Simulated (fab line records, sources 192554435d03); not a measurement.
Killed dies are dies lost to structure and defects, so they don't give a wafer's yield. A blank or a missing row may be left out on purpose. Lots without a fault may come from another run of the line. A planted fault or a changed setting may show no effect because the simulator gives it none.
fab line records | flow n5_finfet
record lots=24 wafers=72 last_day=18
route steps=1938 shown BEOL_M3@997 BEOL_M4@1034
lots that met no fault: from a run of the same line without faults
start_h: hours from the record's first day to the start of the lot's first wafer shown | wait_h: hours since the lot's step before | " the same as in the row above | L1.1+2: a row that stands for several wafers | - no value, or no start given | * or withheld: withheld | < > ~ a bound
route shown NAME@n: a module of which the file shows steps, and the number in the route of the first | usual: mean/standard deviation of fault-free wafers | same: alike in all rows | chamber/n: place in a boat | sites: the reading at each site | _std_site: their standard deviation | _edge_site: outer sites' mean less inner sites' | radius_mm: how far each site lies from the wafer's centre | mask NAME#n: copy n | behind: the tool/chamber that last shaped the wafer | hold: why the lot was held/for how many hours/how that ended | device: the transistor (n, p or np) that didn't switch | end of line: the same wafers' tests at the end of the route | a step without rows: its recipe alone | killed: dies lost to structure and defects at the first sort, not the wafer's yield | map: a wafer's dies, x killed, . not, _ none there
set.NAME: the setting as run; set.NAME@STEP: as run at that earlier step | model.NAME: the simulator's own value behind a step, which no gauge read
steps of the route over a sample of lots; a table a step, a row a wafer
services: from which hour (start_h, from the record's first day; less than 0 if before it) a tool's chamber was out of use, for how many hours, and why
## steps
# step N5_BEOL_M3_ANNEAL_80
# recipe temp_c=400 time_s=240 ambient=vacuum
# usual heater_power_w=820/91
# columns lot.wafer tool chamber start_h wait_h heater_power_w
L074.1 pvd_sputter-01 - 166.04 0.0 712
L074.2 " - " " 930
L074.3 " - " " 939
L075.1 pvd_sputter-03 - 178.86 0.0 878
L075.5 " - " " 826
L075.6 " - " " 827
L077.1 pvd_sputter-02 - 184.00 0.0 874
L077.5 " - " " 779
L077.6 " - " " 924
L076.1 pvd_sputter-02 - 185.84 0.0 918
L076.3 " - " " 745
L076.4 " - " " 763
L078.3 pvd_sputter-01 - 190.44 0.0 946
L078.4 " - " " 718
L078.6 " - " " 946
L079.2 pvd_sputter-01 - 192.28 0.0 948
L079.3 " - " " 638
L079.4 " - " " 926
L080.1 pvd_sputter-03 - 194.95 0.0 811
L080.3 " - " " 832
L080.5 " - " " 844
L081.1 pvd_sputter-03 - 206.67 0.0 883
L081.4 " - " " 807
L081.6 " - " " 841
L083.2 pvd_sputter-01 - 208.29 0.0 939
L083.5 " - " " 605
L083.6 " - " " 931
L082.1 pvd_sputter-03 - 222.12 0.0 868
L082.4 " - " " 822
L082.5 " - " " 885
L084.1 pvd_sputter-03 - 234.38 0.0 888
L084.4 " - " " 845
L084.5 " - " " 812
L085.1 pvd_sputter-01 - 237.16 0.0 622
L085.4 " - " " 907
L085.6 " - " " 711
L086.1 pvd_sputter-03 - 240.95 0.0 868
L086.4 " - " " 840
L086.5 " - " " 849
L087.3 pvd_sputter-01 - 248.13 0.0 733
L087.4 " - " " 923
L087.6 " - " " 951
L089.1 pvd_sputter-02 - 248.72 0.0 708
L089.2 " - " " 769
L089.4 " - " " 737
L088.1 pvd_sputter-01 - 251.60 0.0 927
L088.2 " - " " 619
L088.6 " - " " 709
L090.1 pvd_sputter-02 - 254.78 0.0 762
L090.2 " - " " 902
L090.3 " - " " 741
L092.1 pvd_sputter-03 - 262.42 0.0 830
L092.2 " - " " 838
L092.3 " - " " 891
L091.1 pvd_sputter-02 - 277.20 0.0 731
L091.4 " - " " 923
L091.6 " - " " 888
L094.1 pvd_sputter-03 - 281.89 0.0 828
L094.4 " - " " 814
L094.6 " - " " 873
L093.3 pvd_sputter-03 - 285.03 0.0 899
L093.4 " - " " 863
L093.6 " - " " 860
L095.2 pvd_sputter-03 - 288.24 0.0 894
L095.3 " - " " 817
L095.6 " - " " 881
L096.1 pvd_sputter-02 - 298.80 0.0 909
L096.2 " - " " 769
L096.5 " - " " 717
L097.1 pvd_sputter-02 - 308.90 0.0 898
L097.4 " - " " 742
L097.6 " - " " 743
# step N5_BEOL_M3_PRE_CLEAN_60
# recipe gas=NH3/H2 time_s=15 temp_c=* rf_power_w=300
# usual heater_power_outer_w=21/12 heater_power_w=84/22
# columns lot.wafer tool chamber start_h wait_h heater_power_outer_w heater_power_w
L074.1 cvd_co-01 1 168.32 0.0 35 114
L074.2 " 2 " " 21 78
L074.3 " 0 " " 4 50
L075.1 cvd_co-02 1 181.15 0.0 14 86
L075.5 " 1 " " 14 84
L075.6 " 0 " " 37 97
L077.1 cvd_co-01 1 186.28 0.0 36 113
L077.5 " 2 " " 21 78
L077.6 " 0 " " 4 51
L076.1 cvd_co-02 0 188.12 0.0 36 96
L076.3 " 1 " " 14 86
L076.4 " 1 " " 15 84
L078.3 cvd_co-01 0 192.74 0.0 4 52
L078.4 " 2 " " 21 78
L078.6 " 1 " " 36 114
L079.2 cvd_co-01 0 194.67 0.0 4 51
L079.3 " 2 " " 21 78
L079.4 " 1 " " 35 118
L080.1 cvd_co-01 2 197.28 0.1 21 79
L080.3 " 0 " " 4 50
L080.5 " 0 " " 4 51
L081.1 cvd_co-01 2 209.01 0.0 21 79
L081.4 " 2 " " 21 77
L081.6 " 1 " " 36 113
L083.2 cvd_co-01 0 210.57 0.0 5 52
L083.5 " 2 " " 22 77
L083.6 " 0 " " 4 51
L082.1 cvd_co-02 2 224.40 0.0 17 88
L082.4 " 1 " " 15 84
L082.5 " 0 " " 36 96
L084.1 cvd_co-01 0 236.69 0.0 5 52
L084.4 " 0 " " 5 51
L084.5 " 1 " " 34 117
L085.1 cvd_co-01 0 239.52 0.0 4 50
L085.4 " 0 " " 5 51
L085.6 " 1 " " 34 114
L086.1 cvd_co-01 0 243.25 0.0 5 51
L086.4 " 1 " " 35 116
L086.5 " 2 " " 22 77
L087.3 cvd_co-01 0 250.41 0.0 5 51
L087.4 " 2 " " 21 77
L087.6 " 1 " " 35 118
L089.1 cvd_co-02 0 251.00 0.0 37 95
L089.2 " 2 " " 17 91
L089.4 " 0 " " 37 96
L088.1 cvd_co-02 1 253.88 0.0 14 88
L088.2 " 0 " " 36 94
L088.6 " 2 " " 17 90
L090.1 cvd_co-01 1 257.21 0.0 34 115
L090.2 " 0 " " 5 51
L090.3 " 2 " " 21 78
L092.1 cvd_co-01 0 264.72 0.0 5 50
L092.2 " 1 " " 34 114
L092.3 " 2 " " 22 79
L091.1 cvd_co-01 2 279.48 0.0 22 77
L091.4 " 2 " " 21 78
L091.6 " 0 " " 4 50
L094.1 cvd_co-02 0 284.27 0.1 37 95
L094.4 " 1 " " 14 86
L094.6 " 0 " " 36 99
L093.3 cvd_co-01 2 287.33 0.0 22 79
L093.4 " 1 " " 35 116
L093.6 " 0 " " 5 51
L095.2 cvd_co-02 1 290.60 0.1 14 88
L095.3 " 2 " " 17 90
L095.6 " 0 " " 36 96
L096.1 cvd_co-01 0 301.08 0.0 5 51
L096.2 " 1 " " 35 113
L096.5 " 2 " " 22 79
L097.1 cvd_co-02 0 311.20 0.0 36 97
L097.4 " 0 " " 36 94
L097.6 " 1 " " 15 84
# step N5_BEOL_M4_CD_MEAS_11
# recipe target_cd_nm=16.79 landing_energy_ev=500 detector=se_inlens polarity=opening
# usual cd_nm=16.78/0.23
# columns lot.wafer tool chamber start_h wait_h cd_nm
L074.1 cd_sem-03 0 169.47 - 16.70
L074.2 " 0 " " 16.53
L074.3 " 0 " " 16.96
L075.1 cd_sem-01 0 183.04 - 16.60
L075.5 " 0 " " 16.70
L075.6 " 0 " " 16.72
L077.1 cd_sem-03 0 188.37 - 16.82
L077.5 " 0 " " 16.91
L077.6 " 0 " " 17.24
L076.1 cd_sem-02 0 189.56 - 16.47
L076.3 " 0 " " 16.15
L076.4 " 0 " " 16.83
L078.3 cd_sem-01 0 194.22 - 16.76
L078.4 " 0 " " 16.69
L078.6 " 0 " " 16.75
L079.2 cd_sem-01 0 196.48 - 16.77
L079.3 " 0 " " 16.90
L079.4 " 0 " " 16.67
L080.1 cd_sem-02 0 199.58 - 17.23
L080.3 " 0 " " 16.85
L080.5 " 0 " " 16.68
L081.1 cd_sem-02 0 210.97 - 16.36
L081.4 " 0 " " 16.69
L081.6 " 0 " " 16.73
L083.2 cd_sem-02 0 212.28 - 16.88
L083.5 " 0 " " 16.97
L083.6 " 0 " " 16.55
L082.1 cd_sem-03 0 226.12 - 16.70
L082.4 " 0 " " 16.37
L082.5 " 0 " " 16.72
L084.1 cd_sem-02 0 239.72 - 16.60
L084.4 " 0 " " 16.70
L084.5 " 0 " " 16.62
L085.1 cd_sem-03 0 240.36 - 16.85
L085.4 " 0 " " 16.88
L085.6 " 0 " " 16.68
L086.1 cd_sem-03 0 244.28 - 16.95
L086.4 " 0 " " 16.72
L086.5 " 0 " " 16.88
L087.3 cd_sem-02 0 251.38 - 17.30
L087.4 " 0 " " 16.83
L087.6 " 0 " " 17.02
L089.1 cd_sem-03 0 253.70 - 16.76
L089.2 " 0 " " 16.89
L089.4 " 0 " " 17.16
L088.1 cd_sem-02 0 256.60 - 16.49
L088.2 " 0 " " 16.93
L088.6 " 0 " " 16.39
L090.1 cd_sem-02 0 258.24 - 16.96
L090.2 " 0 " " 16.78
L090.3 " 0 " " 16.89
L092.1 cd_sem-02 0 266.53 - 16.93
L092.2 " 0 " " 16.72
L092.3 " 0 " " 16.42
L091.1 cd_sem-02 0 280.37 - 16.74
L091.4 " 0 " " 16.70
L091.6 " 0 " " 16.95
L094.1 cd_sem-01 0 287.11 - 17.03
L094.4 " 0 " " 16.89
L094.6 " 0 " " 17.16
L093.3 cd_sem-01 0 289.84 - 16.90
L093.4 " 0 " " 17.05
L093.6 " 0 " " 16.88
L095.2 cd_sem-02 0 291.97 - 17.20
L095.3 " 0 " " 16.97
L095.6 " 0 " " 16.92
L096.1 cd_sem-01 0 303.10 - 16.32
L096.2 " 0 " " 16.61
L096.5 " 0 " " 16.54
L097.1 cd_sem-02 0 312.90 - 17.00
L097.4 " 0 " " 16.53
L097.6 " 0 " " 16.95
# step N5_BEOL_M4_OVL_MEAS_12
# recipe points_per_wafer=522
# usual M4_OVL=-0.3/0.64
# columns lot.wafer tool chamber start_h wait_h M4_OVL[nm]
L074.1 overlay-02 0 169.50 0.0 -0.9
L074.2 " 0 " " -0.3
L074.3 " 0 " " -1.3
L075.1 overlay-02 0 183.07 0.0 -0.4
L075.5 " 0 " " -0.3
L075.6 " 0 " " -0.1
L077.1 overlay-01 0 188.40 0.0 -0.6
L077.5 " 0 " " -0.5
L077.6 " 0 " " 0.1
L076.1 overlay-02 0 189.59 0.0 -0.5
L076.3 " 0 " " -0.4
L076.4 " 0 " " -0.3
L078.3 overlay-02 0 194.26 0.0 -1.3
L078.4 " 0 " " -0.7
L078.6 " 0 " " -0.2
L079.2 overlay-02 0 196.51 0.0 -0.2
L079.3 " 0 " " -0.1
L079.4 " 0 " " 0.1
L080.1 overlay-02 0 199.61 0.0 -0.3
L080.3 " 0 " " -0.9
L080.5 " 0 " " -1.4
L081.1 overlay-02 0 211.00 0.0 0.2
L081.4 " 0 " " -0.6
L081.6 " 0 " " -0.9
L083.2 overlay-02 0 212.31 0.0 -1.2
L083.5 " 0 " " -0.1
L083.6 " 0 " " -1.1
L082.1 overlay-02 0 226.15 0.0 0.3
L082.4 " 0 " " 0.6
L082.5 " 0 " " 1.3
L084.1 overlay-02 0 239.75 0.0 -1.6
L084.4 " 0 " " -0.3
L084.5 " 0 " " -0.5
L085.1 overlay-01 0 240.39 0.0 -0.3
L085.4 " 0 " " 0.2
L085.6 " 0 " " -0.9
L086.1 overlay-02 0 244.31 0.0 -1.3
L086.4 " 0 " " -0.1
L086.5 " 0 " " -0.9
L087.3 overlay-02 0 251.42 0.0 0.3
L087.4 " 0 " " -0.7
L087.6 " 0 " " -0.1
L089.1 overlay-01 0 253.73 0.0 0.7
L089.2 " 0 " " -0.2
L089.4 " 0 " " -1.0
L088.1 overlay-01 0 256.63 0.0 -0.5
L088.2 " 0 " " -0.6
L088.6 " 0 " " -0.6
L090.1 overlay-01 0 258.27 0.0 -0.3
L090.2 " 0 " " -0.3
L090.3 " 0 " " -0.8
L092.1 overlay-02 0 266.56 0.0 -0.4
L092.2 " 0 " " -1.0
L092.3 " 0 " " -0.1
L091.1 overlay-01 0 280.40 0.0 -1.1
L091.4 " 0 " " 0.4
L091.6 " 0 " " -0.8
L094.1 overlay-02 0 287.14 0.0 -0.1
L094.4 " 0 " " 1.2
L094.6 " 0 " " 1.6
L093.3 overlay-01 0 289.88 0.0 0.1
L093.4 " 0 " " -1.6
L093.6 " 0 " " -1.0
L095.2 overlay-02 0 292.00 0.0 0.1
L095.3 " 0 " " -0.7
L095.6 " 0 " " 0.0
L096.1 overlay-02 0 303.13 0.0 0.0
L096.2 " 0 " " 0.3
L096.5 " 0 " " -0.8
L097.1 overlay-01 0 312.93 0.0 -0.5
L097.4 " 0 " " 1.2
L097.6 " 0 " " 0.9
# step N5_BEOL_M4_HM_OPEN_17
# recipe chemistry=Cl2/BCl3 target_depth_a=200 overetch_a=60 target=TiN mask_material=SOC ion_energy_ev=150 pressure_mtorr=10 icp_w=1000 bias_w=126 Cl2_flow_sccm=53.25 bcl3_flow_sccm=21.75 Ar_flow_sccm=25
# usual drypump_motor_current_A=5.8/0.35 oes_product_au=0.68/0.094 throttle_valve_pct=22.17/0.15
# columns lot.wafer tool chamber start_h wait_h drypump_motor_current_A oes_product_au rf_hours_counter_h throttle_valve_pct
L074.1 rie_metal-02 1 170.12 0.1 5.7 0.84 1 22.13
L074.2 " 0 " " 5.3 0.63 47 22.40
L074.3 " 1 " " 5.7 0.84 - 22.16
L075.1 rie_metal-03 0 183.41 0.0 5.5 0.65 56 22.31
L075.5 " 0 " " 5.4 0.64 - 22.31
L075.6 " 1 " " 5.6 0.75 - 22.05
L077.1 rie_metal-02 1 188.97 0.0 5.7 0.82 2 22.16
L077.5 " 1 " " 5.7 0.82 - 22.16
L077.6 " 0 " " 5.3 0.63 - 22.42
L076.1 rie_metal-01 0 189.93 0.0 6.1 0.81 4 21.96
L076.3 " 1 " " 6.2 0.55 - 22.08
L076.4 " 0 " " 6.1 0.80 - 21.96
L078.3 rie_metal-03 0 194.62 0.1 5.5 0.64 - 22.31
L078.4 " 1 " " 5.6 0.75 - 22.05
L078.6 " 0 " " 5.4 0.65 - 22.34
L079.2 rie_metal-03 0 197.02 0.0 5.4 0.64 58 22.31
L079.3 " 0 " " 5.4 0.64 - 22.32
L079.4 " 1 " " 5.6 0.75 - 22.06
L080.1 rie_metal-03 0 199.99 0.0 5.5 0.64 58 22.31
L080.3 " 0 " " 5.4 0.65 - 22.30
L080.5 " 0 " " 5.4 0.65 - 22.32
L081.1 rie_metal-03 1 211.34 0.0 5.6 0.75 9 22.07
L081.4 " 1 " " 5.6 0.75 - 22.05
L081.6 " 0 " " 5.4 0.65 - 22.31
L083.2 rie_metal-02 1 212.65 0.0 5.7 0.81 4 22.15
L083.5 " 1 " " 5.7 0.81 - 22.16
L083.6 " 0 " " 5.3 0.63 - 22.41
L082.1 rie_metal-01 1 226.52 0.0 6.2 0.53 109 22.09
L082.4 " 0 " " 6.1 0.75 - 21.98
L082.5 " 0 " " 6.1 0.76 - 21.99
L084.1 rie_metal-01 1 240.09 0.0 6.2 0.54 110 22.07
L084.4 " 1 " " 6.2 0.54 - 22.08
L084.5 " 1 " " 6.2 0.54 - 22.07
L085.1 rie_metal-01 0 241.05 0.3 6.1 0.75 10 22.01
L085.4 " 1 " " 6.2 0.53 - 22.10
L085.6 " 0 " " 6.1 0.74 - 22.01
L086.1 rie_metal-01 0 244.71 0.0 6.1 0.74 11 21.99
L086.4 " 0 " " 6.1 0.74 - 22.02
L086.5 " 0 " " 6.2 0.74 - 22.01
L087.3 rie_metal-02 0 252.44 0.1 5.3 0.62 - 22.41
L087.4 " 1 " " 5.7 0.79 - 22.16
L087.6 " 1 " " 5.7 0.80 - 22.15
L089.1 rie_metal-02 1 255.20 0.0 5.7 0.78 8 22.17
L089.2 " 0 " " 5.3 0.62 55 22.41
L089.4 " 1 " " 5.7 0.78 - 22.16
L088.1 rie_metal-03 0 257.00 0.0 5.5 0.63 60 22.33
L088.2 " 1 " " 5.6 0.74 11 22.05
L088.6 " 0 " " 5.5 0.64 - 22.31
L090.1 rie_metal-01 1 258.62 0.0 6.2 0.54 113 22.07
L090.2 " 0 " " 6.1 0.75 13 21.99
L090.3 " 0 " " 6.1 0.74 - 22.00
L092.1 rie_metal-02 0 267.18 0.0 5.3 0.63 56 22.39
L092.2 " 1 " " 5.7 0.80 10 22.15
L092.3 " 0 " " 5.3 0.63 - 22.41
L091.1 rie_metal-01 1 280.75 0.0 6.2 0.53 115 22.09
L091.4 " 1 " " 6.2 0.53 - 22.09
L091.6 " 0 " " 6.1 0.73 - 22.01
L094.1 rie_metal-02 1 287.90 0.0 5.7 0.77 12 22.17
L094.4 " 0 " " 5.3 0.61 - 22.44
L094.6 " 1 " " 5.7 0.77 - 22.19
L093.3 rie_metal-03 0 290.34 0.1 5.5 0.63 - 22.33
L093.4 " 1 " " 5.6 0.73 - 22.05
L093.6 " 0 " " 5.5 0.63 - 22.33
L095.2 rie_metal-01 0 292.34 0.0 6.1 0.73 15 22.03
L095.3 " 0 " " 6.1 0.71 - 22.04
L095.6 " 1 " " 6.2 0.52 - 22.12
L096.1 rie_metal-02 0 303.91 0.0 5.3 0.60 60 22.45
L096.2 " 1 " " 5.7 0.76 13 22.18
L096.5 " 1 " " 5.7 0.76 - 22.18
L097.1 rie_metal-01 1 313.27 0.0 6.2 0.53 116 22.12
L097.4 " 1 " " 6.2 0.53 - 22.09
L097.6 " 0 " " 6.1 0.73 - 22.00
# step N5_BEOL_M4_ETCH_77
# recipe chemistry=N2/H2 target=underlayer target_depth_a=65 mask_material=CAR-EUV time_s=5.2 ion_energy_ev=200 pressure_mtorr=30 source_w=840 bias_w=150 n2_flow_sccm=200 h2_flow_sccm=200 ends=cleared
# usual drypump_motor_current_A=5.8/0.37 etch_rf_on_time_s=5.18/0.09 oes_product_au=0.69/0.064 rf_vpp_V=523.5/2.9 showerhead_plenum_p_Torr=2.53/0.093 throttle_valve_pct=17.87/0.27
# columns lot.wafer tool chamber start_h wait_h drypump_motor_current_A etch_rf_on_time_s oes_product_au rf_hours_counter_h rf_vpp_V showerhead_plenum_p_Torr throttle_valve_pct
L074.1 rie_diel-01 2 170.77 0.0 6.2 5.26 0.61 202 522.9 2.52 17.81
L074.2 " 1 " " 5.9 5.17 0.59 227 523.3 2.52 17.89
L074.3 " 3 " " 5.7 4.98 0.69 117 522.4 2.45 18.07
L075.1 rie_diel-04 0 184.19 0.0 5.5 5.09 0.73 74 523.6 2.47 17.50
L075.5 " 2 " " 5.6 5.33 0.63 - 526.5 2.63 18.21
L075.6 " 3 " " 5.6 5.21 0.72 - 527.0 2.69 17.84
L077.1 rie_diel-03 1 190.03 0.0 6.3 5.09 0.80 13 520.4 2.50 17.45
L077.5 " 2 " " 5.5 5.17 0.65 - 526.5 2.65 18.17
L077.6 " 3 " " 5.9 5.18 0.66 - 520.1 2.44 18.17
L076.1 rie_diel-04 2 190.69 0.0 5.6 5.33 0.63 183 525.8 2.63 18.19
L076.3 " 1 " " 6.2 5.23 0.73 41 527.9 2.70 17.88
L076.4 " 3 " " 5.7 5.24 0.71 44 528.1 2.69 17.79
L078.3 rie_diel-03 1 195.37 0.0 6.4 5.07 0.80 14 521.6 2.50 17.47
L078.4 " 3 " " 6.0 5.10 0.65 170 520.2 2.44 18.17
L078.6 " 2 " " 5.5 5.16 0.66 - 527.5 2.65 18.15
L079.2 rie_diel-03 3 197.70 0.0 5.9 5.16 0.65 171 523.1 2.43 18.16
L079.3 " 1 " " 6.4 5.12 0.80 15 522.7 2.50 17.47
L079.4 " 2 " " 5.5 5.18 0.64 156 526.4 2.65 18.16
L080.1 rie_diel-03 1 200.76 0.0 6.4 5.11 0.79 17 522.7 2.50 17.48
L080.3 " 2 " " 5.5 5.19 0.65 157 525.6 2.65 18.16
L080.5 " 1 " " 6.4 5.16 0.78 - 519.5 2.50 17.49
L081.1 rie_diel-01 2 212.37 0.0 6.2 5.35 0.59 218 521.9 2.51 17.83
L081.4 " 1 " " 5.9 5.17 0.58 240 522.8 2.51 17.91
L081.6 " 2 " " 6.2 5.33 0.59 - 524.4 2.51 17.85
L083.2 rie_diel-04 3 213.31 0.0 5.7 5.27 0.70 52 530.9 2.68 17.85
L083.5 " 3 " " 5.7 5.27 0.69 - 527.0 2.68 17.83
L083.6 " 0 " " 5.5 5.10 0.71 - 521.4 2.46 17.53
L082.1 rie_diel-04 1 227.32 0.0 6.2 5.31 0.70 52 528.0 2.70 17.87
L082.4 " 2 " " 5.6 5.29 0.62 196 527.4 2.62 18.22
L082.5 " 2 " " 5.6 5.36 0.62 - 527.5 2.62 18.19
L084.1 rie_diel-03 0 240.96 0.0 5.1 5.08 0.76 23 523.5 2.49 17.75
L084.4 " 3 " " 5.9 5.18 0.63 187 520.3 2.43 18.23
L084.5 " 2 " " 5.5 5.21 0.64 - 527.5 2.65 18.17
L085.1 rie_diel-03 0 242.59 0.0 5.1 5.16 0.75 23 522.4 2.49 17.74
L085.4 " 3 " " 5.9 5.20 0.64 188 521.9 2.43 18.19
L085.6 " 0 " " 5.1 5.11 0.77 - 523.3 2.49 17.77
L086.1 rie_diel-01 3 245.64 0.0 5.7 5.02 0.65 143 521.6 2.44 18.07
L086.4 " 2 " " 6.2 5.36 0.58 - 524.2 2.51 17.86
L086.5 " 0 " " 6.1 5.20 0.68 - 522.0 2.45 17.64
L087.3 rie_diel-04 0 254.71 0.0 5.5 5.12 0.70 95 521.6 2.46 17.54
L087.4 " 3 " " 5.7 5.22 0.69 62 526.1 2.68 17.87
L087.6 " 2 " " 5.6 5.27 0.62 - 525.8 2.62 18.26
L089.1 rie_diel-03 0 255.98 0.0 5.1 5.06 0.76 30 521.8 2.49 17.78
L089.2 " 2 " " 5.5 5.05 0.65 171 525.2 2.64 18.18
L089.4 " 3 " " 6.0 5.08 0.63 194 521.0 2.43 18.21
L088.1 rie_diel-04 1 257.73 0.0 6.2 5.23 0.71 59 527.3 2.70 17.91
L088.2 " 0 " " 5.5 5.13 0.70 96 519.4 2.46 17.51
L088.6 " 0 " " 5.4 5.12 0.71 - 521.6 2.46 17.53
L090.1 rie_diel-01 3 259.40 0.0 5.7 5.12 0.65 152 520.9 2.44 18.09
L090.2 " 1 " " 5.9 5.15 0.84 0 524.1 2.51 17.48
L090.3 " 2 " " 6.2 5.41 0.57 239 522.1 2.50 17.86
L092.1 rie_diel-03 0 267.97 0.0 5.1 5.12 0.74 35 523.0 2.49 17.78
L092.2 " 2 " " 5.5 5.23 0.64 176 528.9 2.64 18.19
L092.3 " 1 " " 6.4 5.14 0.75 44 520.9 2.49 17.52
L091.1 rie_diel-04 3 281.56 0.0 5.7 5.21 0.67 71 528.3 2.67 17.89
L091.4 " 1 " " 6.2 5.23 0.70 67 527.0 2.69 17.92
L091.6 " 2 " " 5.6 5.21 0.63 - 525.4 2.61 18.26
L094.1 rie_diel-01 3 288.56 0.0 5.7 5.06 0.62 163 521.0 2.43 18.11
L094.4 " 0 " " 6.1 5.18 0.67 140 522.6 2.44 17.68
L094.6 " 2 " " 6.2 5.30 0.57 - 523.9 2.50 17.92
L093.3 rie_diel-04 0 291.11 0.0 5.5 5.17 0.69 108 519.3 2.45 17.57
L093.4 " 3 " " 5.6 5.29 0.67 75 529.2 2.67 17.89
L093.6 " 1 " " 6.2 5.32 0.70 - 528.0 2.69 17.94
L095.2 rie_diel-01 1 293.03 0.0 5.9 5.15 0.79 12 521.2 2.50 17.49
L095.3 " 3 " " 5.8 5.08 0.63 165 521.7 2.43 18.10
L095.6 " 0 " " 6.1 5.21 0.67 - 523.1 2.44 17.66
L096.1 rie_diel-01 1 304.70 0.0 6.0 5.06 0.78 16 521.4 2.50 17.51
L096.2 " 3 " " 5.8 5.03 0.64 169 519.0 2.43 18.15
L096.5 " 3 " " 5.8 5.01 0.64 - 522.7 2.43 18.07
L097.1 rie_diel-03 3 313.93 0.0 5.9 5.28 0.61 214 518.4 2.42 18.25
L097.4 " 2 " " 5.4 5.25 0.62 192 526.6 2.63 18.22
L097.6 " 2 " " 5.5 5.21 0.63 - 526.0 2.64 18.24
## services
# columns tool chamber start_h hours kind
rie_metal-02 1 145.23 - clean
rie_metal-02 1 145.23 16.0 scheduled_down
rie_diel-04 1 154.12 31.9 repair
cvd_co-02 - 160.29 14.6 pm
rie_diel-03 0 160.31 - clean
rie_diel-03 0 160.31 - consumable_replace:focus_ring
rie_diel-03 0 160.31 19.5 scheduled_down
rie_diel-03 0 160.31 19.5 vent_cycle
cvd_co-01 - 201.25 2.8 pm
rie_diel-01 1 203.47 7.2 repair
rie_diel-04 1 209.09 6.8 repair
rie_diel-03 2 212.85 15.3 repair
rie_metal-02 - 224.83 1.2 repair
rie_metal-03 - 225.57 28.1 pm
rie_metal-02 - 239.47 1.7 repair
rie_diel-04 - 240.08 14.6 pm
cvd_co-02 0 240.22 3.9 repair
cvd_co-01 - 263.83 0.6 repair
pvd_sputter-03 - 271.86 1.3 repair
rie_metal-01 - 292.87 14.6 pm
cvd_co-01 - 301.80 14.6 pm
rie_metal-03 - 303.59 1.4 pm
rie_metal-03 0 309.96 21.4 repair
rie_metal-02 1 310.40 10.4 repair
## key
fault none
